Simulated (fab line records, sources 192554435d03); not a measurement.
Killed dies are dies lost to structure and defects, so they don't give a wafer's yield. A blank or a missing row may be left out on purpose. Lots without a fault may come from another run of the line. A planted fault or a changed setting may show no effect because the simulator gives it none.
fab line records | flow n5_finfet
record lots=12 wafers=36 last_day=18
route steps=1938 shown BEOL_M11@1594 TV_LITHO@1884 TV_OPEN@1888 PASSIVATION@1936
lots that met no fault: from a run of the same line without faults
start_h: hours from the record's first day to the start of the lot's first wafer shown | wait_h: hours since the lot's step before | " the same as in the row above | L1.1+2: a row that stands for several wafers | - no value, or no start given | * or withheld: withheld | < > ~ a bound
route shown NAME@n: a module of which the file shows steps, and the number in the route of the first | usual: mean/standard deviation of fault-free wafers | same: alike in all rows | chamber/n: place in a boat | sites: the reading at each site | _std_site: their standard deviation | _edge_site: outer sites' mean less inner sites' | radius_mm: how far each site lies from the wafer's centre | mask NAME#n: copy n | behind: the tool/chamber that last shaped the wafer | hold: why the lot was held/for how many hours/how that ended | device: the transistor (n, p or np) that didn't switch | end of line: the same wafers' tests at the end of the route | a step without rows: its recipe alone | killed: dies lost to structure and defects at the first sort, not the wafer's yield | map: a wafer's dies, x killed, . not, _ none there
set.NAME: the setting as run; set.NAME@STEP: as run at that earlier step | model.NAME: the simulator's own value behind a step, which no gauge read
steps of the route over a sample of lots; a table a step, a row a wafer
services: from which hour (start_h, from the record's first day; less than 0 if before it) a tool's chamber was out of use, for how many hours, and why
## steps
# step N5_BEOL_M11_ECD_50
# recipe material=Cu target_thk_a=3180
# columns lot.wafer tool chamber start_h wait_h
L422.1+4+6 ecd_cu-01 0,1,1 249.25 0.1
L425.3+4+6 ecd_cu-02 0,1,1 272.30 0.1
L423.3+5+6 ecd_cu-02 1,1,0 272.50 0.1
L429.2+5+6 ecd_cu-02 0,0,1 276.35 0.1
L428.2+3+6 ecd_cu-01 1 276.38 0.1
L430.1+3+4 ecd_cu-02 0,1,0 301.62 0.2
L431.1+4+6 ecd_cu-02 1 310.85 0.1
L432.1+3+5 ecd_cu-02 1,0,1 314.91 0.1
L434.1+3+4 ecd_cu-02 1,0,1 319.60 0.1
L433.1+4+5 ecd_cu-01 1,1,0 327.16 0.1
L435.1+4+5 ecd_cu-01 0,1,1 337.00 0.1
L443.1+3+5 ecd_cu-01 1,1,0 383.18 0.1
# step N5_PASSIVATION_OVL_MEAS_60
# recipe points_per_wafer=44
# usual TV_OVL=1/5.5
# columns lot.wafer tool chamber start_h wait_h TV_OVL[nm]
L422.1 overlay-01 0 279.57 0.0 11
L422.4 " 0 " " 17
L422.6 " 0 " " 17
L425.3 overlay-01 0 305.55 0.0 -5
L425.4 " 0 " " -4
L425.6 " 0 " " -1
L429.2 overlay-01 0 309.88 0.0 10
L429.5 " 0 " " 1
L429.6 " 0 " " 1
L423.3 overlay-01 0 313.57 0.0 4
L423.5 " 0 " " 1
L423.6 " 0 " " -5
L428.2 overlay-01 0 317.98 0.0 4
L428.3 " 0 " " -6
L428.6 " 0 " " -2
L430.1 overlay-02 0 332.73 0.0 -5
L430.3 " 0 " " -4
L430.4 " 0 " " -3
L431.1 overlay-01 0 344.77 0.0 -3
L431.4 " 0 " " 4
L431.6 " 0 " " -1
L432.1 overlay-02 0 345.12 0.0 0
L432.3 " 0 " " 0
L432.5 " 0 " " -4
L434.1 overlay-01 0 359.78 0.0 -9
L434.3 " 0 " " 3
L434.4 " 0 " " -1
L433.1 overlay-02 0 359.94 0.0 -4
L433.4 " 0 " " 3
L433.5 " 0 " " -2
L435.1 overlay-01 0 367.25 0.0 -3
L435.4 " 0 " " 4
L435.5 " 0 " " -2
L443.1 overlay-01 0 417.83 0.0 6
L443.3 " 0 " " 2
L443.5 " 0 " " 13
# step N5_PASSIVATION_VIA_ETCH_13
# recipe chemistry=CHF3/O2 target=SiO2 target_depth_a=6600 CHF3_flow_sccm=50 O2_flow_sccm=5 Ar_flow_sccm=200 time_s=330 mask_material=PR pressure_mtorr=30 source_w=650 bias_w=170 ion_energy_ev=200 ends=cleared
# usual drypump_motor_current_A=5.9/0.42 etch_rf_on_time_s=237/5.2 oes_product_au=0.71/0.082 rf_vpp_V=525/9.1 showerhead_plenum_p_Torr=2.45/0.094 throttle_valve_pct=18.84/0.24
# columns lot.wafer tool chamber start_h wait_h drypump_motor_current_A etch_rf_on_time_s oes_product_au rf_hours_counter_h rf_vpp_V showerhead_plenum_p_Torr throttle_valve_pct
L422.1 rie_diel-01 3 279.88 0.0 5.7 239 0.63 227 518 2.48 18.86
L422.4 " 2 " " 6.3 243 0.65 203 512 2.30 18.78
L422.6 " 0 " " 5.5 235 0.71 - 519 2.54 19.03
L425.3 rie_diel-01 3 306.05 0.0 5.7 243 0.62 235 518 2.48 18.87
L425.4 " 1 " " 6.3 234 0.68 190 539 2.50 18.57
L425.6 " 2 " " 6.4 243 0.64 - 512 2.29 18.79
L429.2 rie_diel-01 1 310.21 0.0 6.3 234 0.68 192 539 2.50 18.57
L429.5 " 1 " " 6.3 235 0.68 - 540 2.50 18.58
L429.6 " 2 " " 6.4 245 0.64 - 511 2.29 18.81
L423.3 rie_diel-01 3 313.99 0.0 5.7 234 0.63 237 520 2.47 18.90
L423.5 " 0 " " 5.5 237 0.71 - 520 2.53 19.05
L423.6 " 1 " " 6.3 228 0.67 - 539 2.50 18.57
L428.2 rie_diel-05 3 318.23 0.0 5.8 242 0.62 233 524 2.49 19.17
L428.3 " 0 " " 5.5 243 0.65 183 536 2.30 19.15
L428.6 " 1 " " 6.1 231 0.88 - 526 2.58 18.33
L430.1 rie_diel-01 1 334.72 0.0 6.3 231 0.67 199 540 2.49 18.59
L430.3 " 0 " " 5.5 237 0.70 118 519 2.53 19.05
L430.4 " 3 " " 5.7 244 0.62 244 519 2.47 18.91
L431.1 rie_diel-05 1 344.99 0.0 6.1 236 0.84 12 527 2.57 18.36
L431.4 " 2 " " 5.6 236 0.80 36 538 2.45 18.74
L431.6 " 0 " " 5.5 242 0.63 - 535 2.30 19.18
L432.1 rie_diel-01 0 345.34 0.0 5.5 238 0.69 123 520 2.53 19.05
L432.3 " 1 " " 6.3 227 0.67 204 540 2.49 18.62
L432.5 " 2 " " 6.4 244 0.63 - 511 2.29 18.83
L434.1 rie_diel-05 1 360.11 0.0 6.1 230 0.84 16 526 2.57 18.35
L434.3 " 0 " " 5.5 238 0.64 197 536 2.29 19.18
L434.4 " 2 " " 5.6 233 0.80 40 537 2.45 18.75
L433.1 rie_diel-06 0 360.33 0.0 4.9 232 0.81 28 527 2.57 19.14
L433.4 " 2 " " 6.3 244 0.61 243 523 2.37 18.87
L433.5 " 0 " " 4.9 235 0.81 - 526 2.57 19.13
L435.1 rie_diel-01 1 367.65 0.0 6.3 227 0.67 212 542 2.49 18.61
L435.4 " 0 " " 5.5 236 0.70 - 518 2.52 19.07
L435.5 " 1 " " 6.3 229 0.68 - 538 2.49 18.61
L443.1 rie_diel-05 3 418.04 0.0 5.8 234 0.83 10 522 2.48 18.79
L443.3 " 1 " " 6.1 235 0.79 36 527 2.56 18.37
L443.5 " 2 " " 5.6 234 0.76 - 536 2.44 18.78
# step N5_PASSIVATION_PROBE_49
# usual defect_limited_yield=90.9/1.4 killed_at_M0_to_M3=37/12 killed_at_M4_up=14/5.3 killed_at_contacts=12/6.2 killed_at_front_end=41/11 killed_at_other=3.7/2.9 killed_dies=107/17 killed_on_rim=14/4.4 killed_open=71/12 killed_short=34/7.9 sort_bin_5_function=5.3/0.95 sort_bin_6_memory=3.4/0.7 sort_bin_8_speed=0.00/0.0099 sort_n_pass=1073/17 sort_yield_pct=90.9/1.5
# same gross_dies=1180 killed_at_back_side=0 sort_bin_4_leakage[%]=0
# columns lot.wafer tool chamber start_h wait_h defect_limited_yield[%] killed_at_M0_to_M3 killed_at_M4_up killed_at_contacts killed_at_front_end killed_at_other killed_dies killed_on_rim killed_open killed_short sort_bin_5_function[%] sort_bin_6_memory[%] sort_bin_8_speed[%] sort_n_pass sort_yield_pct[%]
L430.1 prober-02 - 341.82 0.0 88.8 51 13 12 52 4 132 21 91 38 6.2 4.5 0 1048 88.8
L430.3 prober-02 - 341.92 0.1 91.2 32 21 19 30 2 104 8 69 32 5.3 2.9 0 1076 91.2
L430.4 prober-02 - 341.97 0.2 90.7 34 14 11 43 8 110 11 69 40 5.3 3.7 0 1070 90.7
L432.1 prober-01 - 353.36 0.0 60.9 33 408 1 19 0 461 64 46 21 25.5 11.3 0 719 60.9
L432.3 prober-01 - 353.46 0.1 90.0 49 26 6 31 6 118 8 85 32 6.2 3.4 0 1062 90.0
L432.5 prober-01 - 353.56 0.2 60.9 28 387 4 42 0 461 46 70 21 23.3 13.2 0 719 60.9
L434.1 prober-02 - 366.66 0.0 56.7 47 426 10 26 2 511 68 66 27 26.4 14.9 0 669 56.7
L434.3 prober-02 - 366.76 0.1 91.4 49 16 8 27 2 102 11 69 33 4.9 3.6 0 1078 91.4
L434.4 prober-02 - 366.81 0.2 58.4 52 419 5 15 0 491 53 65 20 25.3 14.2 0 689 58.4
L433.4 prober-01 - 369.60 0.6 92.3 29 12 3 39 8 91 11 63 26 4.1 3.5 0 1089 92.3
L435.1 prober-01 - 374.72 0.0 92.1 20 8 17 44 4 93 7 60 33 4.7 2.8 0 1087 92.1
L435.4 prober-01 - 374.87 0.2 91.0 34 11 18 39 4 106 14 73 33 5.8 2.9 0 1074 91.0
L435.5 prober-01 - 374.92 0.2 91.1 28 14 29 30 4 105 12 72 31 6.2 2.6 0 1075 91.1
# killed by level:class
L430.1 BEOL_M3:geometric_particle:open=12 MOL_CONTACT_COAG:geometric_particle:open=11 FIN_SAQP:geometric_particle:open=10 FIN_SAQP:geometric_particle:short=10 BEOL_M0_SAQP:geometric_particle:open=10 GATE_CUT:geometric_particle:short=9 BEOL_M0_SAQP:geometric_particle:short=9 BEOL_M1:geometric_particle:open=9
L430.3 MOL_CONTACT_COAG:geometric_particle:open=13 STI_FIN_REVEAL:geometric_particle:open=9 BEOL_M4:geometric_particle:open=9 BEOL_M3:geometric_particle:open=7 FIN_SAQP:geometric_particle:short=5 MOL_CONTACT_COAG:geometric_particle:short=5 BEOL_M1:geometric_particle:open=5 BEOL_M2:geometric_particle:short=5
L430.4 BEOL_M0_SAQP:geometric_particle:open=12 BEOL_M0_SAQP:geometric_particle:short=11 GATE_CUT:geometric_particle:open=10 DUMMY_GATE:geometric_particle:open=8 MOL_CONTACT_COAG:geometric_particle:open=8 STI_FIN_REVEAL:geometric_particle:open=6 FIN_SAQP:geometric_particle:short=5 GATE_CUT:geometric_particle:short=4
L432.1 BEOL_M11:unspecified=394 BEOL_M1:geometric_particle:open=15 BEOL_M4:geometric_particle:open=9 BEOL_M3:geometric_particle:open=7 FIN_SAQP:geometric_particle:open=5 GATE_CUT:geometric_particle:short=5 BEOL_M2:geometric_particle:open=4 BEOL_M4:geometric_particle:short=4
L432.3 BEOL_M1:geometric_particle:open=17 BEOL_M4:geometric_particle:open=17 FIN_SAQP:geometric_particle:open=12 BEOL_M2:geometric_particle:open=10 FIN_SAQP:geometric_particle:short=7 BEOL_M0_SAQP:geometric_particle:short=6 MOL_CONTACT_COAG:geometric_particle:open=5 PAD_METAL:geometric_particle:open=5
L432.5 BEOL_M11:unspecified=370 FIN_SAQP:geometric_particle:open=22 BEOL_M4:geometric_particle:open=12 BEOL_M1:geometric_particle:open=10 BEOL_M2:geometric_particle:open=5 MOL_CONTACT_COAG:geometric_particle:open=4 BEOL_M0_SAQP:geometric_particle:short=4 FIN_SAQP:geometric_particle:short=3
L434.1 BEOL_M11:unspecified=418 BEOL_M0:geometric_particle:open=12 MOL_CONTACT_COAG:geometric_particle:open=10 BEOL_M0_SAQP:geometric_particle:short=9 BEOL_M1:geometric_particle:open=6 BEOL_M2:geometric_particle:open=6 FIN_SAQP:geometric_particle:open=5 GATE_CUT:geometric_particle:open=5
L434.3 BEOL_M2:geometric_particle:open=11 BEOL_M4:geometric_particle:open=9 BEOL_M0:geometric_particle:open=7 STI_FIN_REVEAL:geometric_particle:open=6 GATE_CUT:geometric_particle:open=6 BEOL_M0_SAQP:geometric_particle:short=6 MOL_CONTACT_COAG:geometric_particle:open=5 BEOL_M1:geometric_particle:short=5
L434.4 BEOL_M11:unspecified=406 BEOL_M1:geometric_particle:open=13 BEOL_M0_SAQP:geometric_particle:open=12 BEOL_M2:geometric_particle:open=7 BEOL_M0:geometric_particle:open=6 MOL_CONTACT_COAG:geometric_particle:open=5 BEOL_M3:geometric_particle:open=5 BEOL_M4:geometric_particle:open=5
L433.4 BEOL_M2:geometric_particle:open=16 FIN_SAQP:geometric_particle:open=11 STI_FIN_REVEAL:geometric_particle:open=6 ILD0:geometric_particle:open=6 BEOL_M4:geometric_particle:open=6 BEOL_M1:geometric_particle:open=5 FIN_SAQP:geometric_particle:short=4 BEOL_M0_SAQP:geometric_particle:short=4
L435.1 MOL_CONTACT_COAG:geometric_particle:open=14 STI_FIN_REVEAL:geometric_particle:open=14 STI_FIN_REVEAL:geometric_particle:short=8 BEOL_M2:geometric_particle:open=7 FIN_SAQP:geometric_particle:short=6 BEOL_M3:geometric_particle:open=5 FIN_SAQP:geometric_particle:open=4 GATE_CUT:geometric_particle:short=4
L435.4 MOL_CONTACT_COAG:geometric_particle:open=16 STI_FIN_REVEAL:geometric_particle:open=13 FIN_SAQP:geometric_particle:open=10 BEOL_M0_SAQP:geometric_particle:open=9 FIN_SAQP:geometric_particle:short=8 BEOL_M0_SAQP:geometric_particle:short=8 BEOL_M1:geometric_particle:short=4 DUMMY_GATE:geometric_particle:open=3
L435.5 MOL_CONTACT_COAG:geometric_particle:open=26 FIN_SAQP:geometric_particle:open=9 STI_FIN_REVEAL:geometric_particle:open=5 STARTING-WAFER:geometric_particle:open=5 BEOL_M0:geometric_particle:open=5 BEOL_M1:geometric_particle:short=5 BEOL_M4:geometric_particle:open=5 BEOL_M0_SAQP:geometric_particle:open=4
## services
# columns tool chamber start_h hours kind
ecd_cu-01 - 225.64 3.8 repair
ecd_cu-01 - 241.97 5.3 pm
rie_diel-01 - 243.61 0.2 repair
rie_diel-06 0 271.64 2.8 repair
rie_diel-05 1 280.56 - clean
rie_diel-05 1 280.56 - consumable_replace:focus_ring
ecd_cu-02 - 291.51 0.7 repair
rie_diel-05 2 296.80 2.9 repair
ecd_cu-01 - 305.00 3.0 repair
rie_diel-06 3 316.56 4.0 repair
rie_diel-06 - 325.45 14.6 pm
rie_diel-01 - 336.07 0.2 repair
rie_diel-01 0 347.03 9.4 repair
rie_diel-01 3 356.46 - clean
rie_diel-01 3 356.46 - consumable_replace:focus_ring
rie_diel-01 3 356.46 21.5 scheduled_down
rie_diel-01 3 356.46 21.5 vent_cycle
rie_diel-05 1 366.67 2.3 repair
ecd_cu-02 - 398.13 5.4 pm
rie_diel-06 - 412.46 2.8 pm
ecd_cu-02 - 412.93 0.3 repair
rie_diel-01 2 417.68 - clean
rie_diel-01 2 417.68 - consumable_replace:focus_ring
rie_diel-01 2 417.68 - consumable_replace:showerhead
## key
first_sign step=N5_PASSIVATION_PROBE_49 reading=killed_at_M4_up direction=up sigmas=75 usual=14 struck=410
effect step=N5_PASSIVATION_PROBE_49 reading=defect_limited_yield direction=down sigmas=22 usual=90.9 struck=59.2
more_kills_born_at N5_BEOL_M11_ECD_50@ecd_cu-02=1588
met_at N5_BEOL_M11_ECD_50
struck_lots L432,L434
struck_wafers L432.1,L432.5,L434.1,L434.4
not_acting_at N5_PASSIVATION_OVL_MEAS_60,N5_PASSIVATION_VIA_ETCH_13
onset_between 310.85 314.91
fault kind=chamber_particle_source tool=ecd_cu-02 chamber=1 onset_h=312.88 steps=N5_BEOL_M11_ECD_50 rate_per_visit_cm2=0.82059 end_h=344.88
